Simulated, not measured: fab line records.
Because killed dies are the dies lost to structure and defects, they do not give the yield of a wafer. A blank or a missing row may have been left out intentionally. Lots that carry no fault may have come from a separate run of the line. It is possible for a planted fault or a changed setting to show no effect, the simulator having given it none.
Chamber matching :: flow nand_harc :: cmp-03 running NHARC_A_CONTACT_CMP_20: 4 sister chambers
The step polishes, t overpolish 30 s, target thk 300 nm. 20 wafers are shown with their chamber, then 10 later ones without.

== WAFERS WITH THEIR CHAMBER ==
wafer: L076.2
chamber: 0
motor_current_A (A): 11.5
overpolish_run_s (s): 29.999
time_to_endpoint_s (s): 60

wafer: L076.5
chamber: 1
motor_current_A (A): 12.5
overpolish_run_s (s): 30.005
time_to_endpoint_s (s): 62

wafer: L076.6
chamber: 0
motor_current_A (A): 10.8
overpolish_run_s (s): 30.002
time_to_endpoint_s (s): 59

wafer: L078.3
chamber: 1
motor_current_A (A): 12.6
overpolish_run_s (s): 30.000
time_to_endpoint_s (s): 61

wafer: L078.4
chamber: 3
motor_current_A (A): 13.1
overpolish_run_s (s): 30.004
time_to_endpoint_s (s): 64

wafer: L078.6
chamber: 0
motor_current_A (A): 11.3
overpolish_run_s (s): 30.005
time_to_endpoint_s (s): 61

wafer: L079.3
chamber: 2
motor_current_A (A): 12.1
overpolish_run_s (s): 30.003
time_to_endpoint_s (s): 58

wafer: L079.4
chamber: 1
motor_current_A (A): 12.6
overpolish_run_s (s): 29.995
time_to_endpoint_s (s): 58

wafer: L079.5
chamber: 2
motor_current_A (A): 12.1
overpolish_run_s (s): 29.997
time_to_endpoint_s (s): 60

wafer: L080.2
chamber: 1
motor_current_A (A): 13.0
overpolish_run_s (s): 29.986
time_to_endpoint_s (s): 59

wafer: L080.5
chamber: 2
motor_current_A (A): 11.8
overpolish_run_s (s): 30.011
time_to_endpoint_s (s): 58

wafer: L080.6
chamber: 3
motor_current_A (A): 13.4
overpolish_run_s (s): 29.997
time_to_endpoint_s (s): 59

wafer: L083.2
chamber: 1
motor_current_A (A): 13.5
overpolish_run_s (s): 30.002
time_to_endpoint_s (s): 60

wafer: L083.4
chamber: 0
motor_current_A (A): 11.2
overpolish_run_s (s): 30.001
time_to_endpoint_s (s): 56

wafer: L083.6
chamber: 0
motor_current_A (A): 11.3
overpolish_run_s (s): 30.005
time_to_endpoint_s (s): 56

wafer: L086.1
chamber: 0
motor_current_A (A): 11.3
overpolish_run_s (s): 30.012
time_to_endpoint_s (s): 52

wafer: L086.3
chamber: 3
motor_current_A (A): 13.5
overpolish_run_s (s): 30.025
time_to_endpoint_s (s): 58

wafer: L086.4
chamber: 1
motor_current_A (A): 12.3
overpolish_run_s (s): 30.000
time_to_endpoint_s (s): 56

wafer: L093.1
chamber: 0
motor_current_A (A): 11.1
overpolish_run_s (s): 29.998
time_to_endpoint_s (s): 59

wafer: L093.3
chamber: 3
motor_current_A (A): 12.7
overpolish_run_s (s): 30.003
time_to_endpoint_s (s): 58

SIGNATURES (means of the wafers above)
reading: motor_current_A
chamber 0: 11.214
chamber 1: 12.750
chamber 2: 12.000
chamber 3: 13.175
scatter within a chamber: 0.323

reading: overpolish_run_s
chamber 0: 30.00314
chamber 1: 29.99800
chamber 2: 30.00367
chamber 3: 30.00725
scatter within a chamber: 0.00753

reading: time_to_endpoint_s
chamber 0: 57.57
chamber 1: 59.33
chamber 2: 58.67
chamber 3: 59.75
scatter within a chamber: 2.6
Rule: for each reading, subtract the chamber's mean from the wafer's reading, divide by that reading's scatter and square the result; add these up over the readings and take the root, which gives the wafer's distance from the chamber. If the next closest chamber is less than 2 further off than the closest, the wafer can't be placed; otherwise it belongs to the closest. The scatter: take each reading less its chamber's mean, square it, sum over the shown wafers, divide by the number of wafers less the number of chambers, and take the root.

== WAFERS WITH NO CHAMBER GIVEN ==
wafer: L093.6
motor_current_A (A): 13.3
overpolish_run_s (s): 30.010
time_to_endpoint_s (s): 58

wafer: L095.1
motor_current_A (A): 12.5
overpolish_run_s (s): 30.007
time_to_endpoint_s (s): 61

wafer: L095.4
motor_current_A (A): 12.6
overpolish_run_s (s): 29.994
time_to_endpoint_s (s): 61

wafer: L095.5
motor_current_A (A): 13.0
overpolish_run_s (s): 30.001
time_to_endpoint_s (s): 59

wafer: L096.1
motor_current_A (A): 13.3
overpolish_run_s (s): 30.008
time_to_endpoint_s (s): 60

wafer: L096.2
motor_current_A (A): 12.3
overpolish_run_s (s): 30.006
time_to_endpoint_s (s): 58

wafer: L096.6
motor_current_A (A): 11.7
overpolish_run_s (s): 29.991
time_to_endpoint_s (s): 58

wafer: L097.2
motor_current_A (A): 11.7
overpolish_run_s (s): 29.998
time_to_endpoint_s (s): 58

wafer: L097.3
motor_current_A (A): 12.5
overpolish_run_s (s): 30.000
time_to_endpoint_s (s): 60

wafer: L097.6
motor_current_A (A): 11.1
overpolish_run_s (s): 29.994
time_to_endpoint_s (s): 60

== WHICH CHAMBER EACH WENT THROUGH ==
wafer: L093.6
from the rows above: can't be placed: 3 or 1
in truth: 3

wafer: L095.1
from the rows above: can't be placed: 1 or 2 or 3
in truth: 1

wafer: L095.4
from the rows above: can't be placed: 1 or 2 or 3
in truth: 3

wafer: L095.5
from the rows above: can't be placed: 1 or 3
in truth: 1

wafer: L096.1
from the rows above: can't be placed: 3 or 1
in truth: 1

wafer: L096.2
from the rows above: can't be placed: 2 or 1 or 3
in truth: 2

wafer: L096.6
from the rows above: can't be placed: 2 or 0 or 1
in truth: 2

wafer: L097.2
from the rows above: can't be placed: 2 or 0
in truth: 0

wafer: L097.3
from the rows above: can't be placed: 1 or 2 or 3
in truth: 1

wafer: L097.6
from the rows above: can't be placed: 0 or 2
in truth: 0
Correctly placed: 0 of 10. Cannot be placed on the basis of these rows: 10; the candidates contain the true chamber in 10. Number placed wrongly: 0.
